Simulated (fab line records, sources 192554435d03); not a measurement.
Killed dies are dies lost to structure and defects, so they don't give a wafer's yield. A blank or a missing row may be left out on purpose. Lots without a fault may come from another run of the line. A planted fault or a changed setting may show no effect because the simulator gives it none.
Split-lot experiment | flow n5_finfet | 7 lots, 39 wafers read, on a route of 1938 steps

THE SPLIT
At N5_DUMMY_GATE_ETCH_32 (etches SiO2 in CF4, target depth 3.5 nm, time 3.9 s), the setting time_s was moved away from the recipe's 3.9 s on 18 of the 39 wafers read, by -22.4% to +23.6%. The other wafers ran this setting at the recipe's value.

The reading is taken at the split's own step.

THE READING
etch.depth_nm (the simulator's own value, which no gauge read), in nm, at N5_DUMMY_GATE_ETCH_32 (etches SiO2 in CF4, target depth 3.5 nm, time 3.9 s). The file gives no usual value for it. The 21 wafers here that ran the recipe average 3.487 nm, standard deviation 0.032 nm.

wafer  | tool, chamber at the split | time_s as run, s | against the recipe | etch.depth_nm, nm | against lot-mates on the recipe
L075.1 | rie_si-02, 2               | 3.9              | recipe             | 3.48              | -
L075.2 | rie_si-02, 1,3             | 4.283            | +9.8%              | 3.838             | +0.347
L075.5 | rie_si-02, 1,3             | 4.283            | +9.8%              | 3.838             | +0.347
L075.3 | rie_si-02, 3               | 3.9              | recipe             | 3.515             | -
L075.4 | rie_si-02, 0               | 4.283            | +9.8%              | 3.792             | +0.301
L075.6 | rie_si-02, 2               | 3.9              | recipe             | 3.479             | -
L083.1 | rie_si-04, 0               | 3.027            | -22.4%             | 2.673             | -0.800
L083.2 | rie_si-04, 1               | 3.027            | -22.4%             | 2.729             | -0.744
L083.3 | rie_si-04, 3               | 3.9              | recipe             | 3.506             | -
L083.4 | rie_si-04, 2               | 3.9              | recipe             | 3.475             | -
L083.5 | rie_si-04, 1               | 3.027            | -22.4%             | 2.756             | -0.717
L083.6 | rie_si-04, 0               | 3.9              | recipe             | 3.438             | -
L084.1 | rie_si-02, 3               | 3.9              | recipe             | 3.522             | -
L084.2 | rie_si-02, 0               | 3.203            | -17.9%             | 2.839             | -0.668
L084.3 | rie_si-02, 2               | 3.203            | -17.9%             | 2.894             | -0.613
L084.4 | rie_si-02, 1               | 3.203            | -17.9%             | 2.86              | -0.647
L084.5 | rie_si-02, 3               | 3.9              | recipe             | 3.537             | -
L084.6 | rie_si-02, 0               | 3.9              | recipe             | 3.461             | -
L090.1 | rie_si-02, 2               | 3.9              | recipe             | 3.488             | -
L090.2 | rie_si-02, 1               | 4.5              | +15.4%             | 4.003             | +0.515
L090.3 | rie_si-02, 0               | 3.9              | recipe             | 3.461             | -
L090.4 | rie_si-02, 3               | 3.9              | recipe             | 3.516             | -
L090.5 | rie_si-02, 3               | 4.5              | +15.4%             | 4.049             | +0.561
L090.6 | rie_si-02, 0               | 4.5              | +15.4%             | 3.985             | +0.497
L093.1 | rie_si-02, 1               | 3.9              | recipe             | 3.478             | -
L093.3 | rie_si-02, 3               | 3.9              | recipe             | 3.514             | -
L093.4 | rie_si-02, 0               | 3.9              | recipe             | 3.455             | -
L096.1 | rie_si-02, 3               | 3.324            | -14.8%             | 2.986             | -0.501
L096.2 | rie_si-02, 1               | 3.9              | recipe             | 3.486             | -
L096.3 | rie_si-02, 0               | 3.9              | recipe             | 3.451             | -
L096.4 | rie_si-02, 2               | 3.324            | -14.8%             | 3.023             | -0.464
L096.5 | rie_si-02, 2               | 3.324            | -14.8%             | 2.977             | -0.510
L096.6 | rie_si-02, 3               | 3.9              | recipe             | 3.524             | -
L097.1 | rie_si-02, 3               | 3.9              | recipe             | 3.544             | -
L097.2 | rie_si-02, 2               | 3.9              | recipe             | 3.483             | -
L097.3 | rie_si-02, 0               | 3.9              | recipe             | 3.422             | -
L097.4 | rie_si-02, 1               | 4.82             | +23.6%             | 4.308             | +0.825
L097.5 | rie_si-02, 2               | 4.82             | +23.6%             | 4.361             | +0.878
L097.6 | rie_si-02, 3               | 4.82             | +23.6%             | 4.388             | +0.905
Where a row lists several chambers, the file gives one row for several wafers and doesn't say which wafer went through which chamber.

THE FIT
A straight line over all 39 wafers: etch.depth_nm changes by +0.035 nm for each +1% of time_s; r = +1.00; the points scatter about the line by 0.034 nm.
The same after taking each lot's own level away (the mean of its wafers on the recipe; 39 wafers): +0.035 nm for each +1%; r = +1.00; scatter 0.035 nm.
On that fit, the largest move of time_s shifts the reading by 0.83 nm.
The lots' own levels span 3.4730 to 3.5067 nm, that is 1.0 times the standard deviation above.
So the lot-to-lot level changes the slope little: the two slopes agree.
Check: with one of the wafers moved furthest among these (+23.6%) left out of the fit, the line predicts +0.83 nm for it against its lot-mates. It came out at +0.825 nm against them.

OTHER SPLITS ON THESE WAFERS
These wafers also went through other splits before the reading. Each is held against what the fit with the lots' levels taken away leaves over:
other split on the same wafers | wafers away from the commonest value | r with etch.depth_nm (lot level and that fit taken away)
N5_DUMMY_GATE_CVD_03 temp_c    | 30                                   | -0.06
N5_DUMMY_GATE_ETCH_37 source_w | 12                                   | +0.11

THE FILE'S OWN FIT
etch.depth_nm changes by +0.035 nm for each +1% of time_s, r = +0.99.
